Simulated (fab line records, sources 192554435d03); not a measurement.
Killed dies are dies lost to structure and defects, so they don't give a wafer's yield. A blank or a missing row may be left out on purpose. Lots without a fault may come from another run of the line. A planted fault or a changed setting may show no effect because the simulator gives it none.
Problem report in the 8D (eight disciplines) form, filled by code | flow n5_finfet | the parts of the form that need people (team, actions taken, sign-off) are left out

1. THE PROBLEM
beam_energy_keV at N5_MOL_CONTACT_COAG_IMPLANT_129 reads a mean of 1.4641 on 6 wafers of 2 lots; wafers without a fault read 3.0001 with a standard deviation of 0.00081. That is -99 or more standard deviations from the usual mean.
First seen on wafer L172.3, day 6 22:33, on implanter-02. The record holds 27 wafers of 10 lots with a number at this step. Rule for "out", or "out of limits": more than 4 standard deviations from the usual mean. The other wafers with a number count as sound.

2. WHAT IT IS AND WHAT IT IS NOT
question                    | is                                         | is not
which readings at this step | beam_energy_keV, end_station_pressure_torr | -
which lots                  | L172, L174                                 | L164, L165, L168, L169, L175, L184, L185, L186
which wafers of those lots  | all that have a number                     | -
read on which tools         | implanter-02                               | implanter-01
when                        | from day 6 22:33                           | up to then (12 sound wafers); but 9 sound wafers of L175, L184, L185, L186 came after

3. SUSPECTS, AND WHAT RULES EACH OUT
Counting: a tool at a process step up to the reading stays a suspect if it ran every lot that is out and no sound lot after the first of them.
- implanter-02 at N5_MOL_CONTACT_COAG_IMPLANT_129: ruled out as a lasting fault. Sound lots L185, L186 ran on it after its first lot that is out, L172 (day 6 22:33).
Left after counting: nothing in the record.

4. THE CAUSE (what the simulator had put in)
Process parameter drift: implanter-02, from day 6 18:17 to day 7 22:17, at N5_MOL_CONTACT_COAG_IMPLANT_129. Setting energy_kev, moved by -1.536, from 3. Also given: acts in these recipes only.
Counting ruled it out, wrongly.

5. THE CHAIN OF EFFECTS, in route order
Each row: a reading whose mean over the struck wafers that have a number lies more than 3 standard deviations from the usual. Only readings for which the record gives a usual standard deviation are gone through. hours: the time from each lot's start at the first step in this table that gives one to its start at this step, as a median over the lots. sigmas: the change in usual standard deviations.
hours | step                            | reading                   | usual         | on struck wafers | change    | sigmas
0     | N5_MOL_CONTACT_COAG_IMPLANT_129 | beam_energy_keV           | 3.0001        | 1.4641           | -1.5360   | -99 or more
0     | N5_MOL_CONTACT_COAG_IMPLANT_129 | end_station_pressure_torr | 5.83e-06 Torr | 1.07e-05         | +4.83e-06 | +17
The process steps in it:
- N5_MOL_CONTACT_COAG_IMPLANT_129
Later measuring or inspecting steps at which every struck wafer that the step has a row for has a number for every such reading, and none has moved that far: N5_BEOL_M4_RC_MEAS_101.

6. WHAT WOULD HAVE CAUGHT IT SOONER
In this record the first reading out of limits was taken at day 6 22:33, 4 hours after the fault began at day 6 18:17.
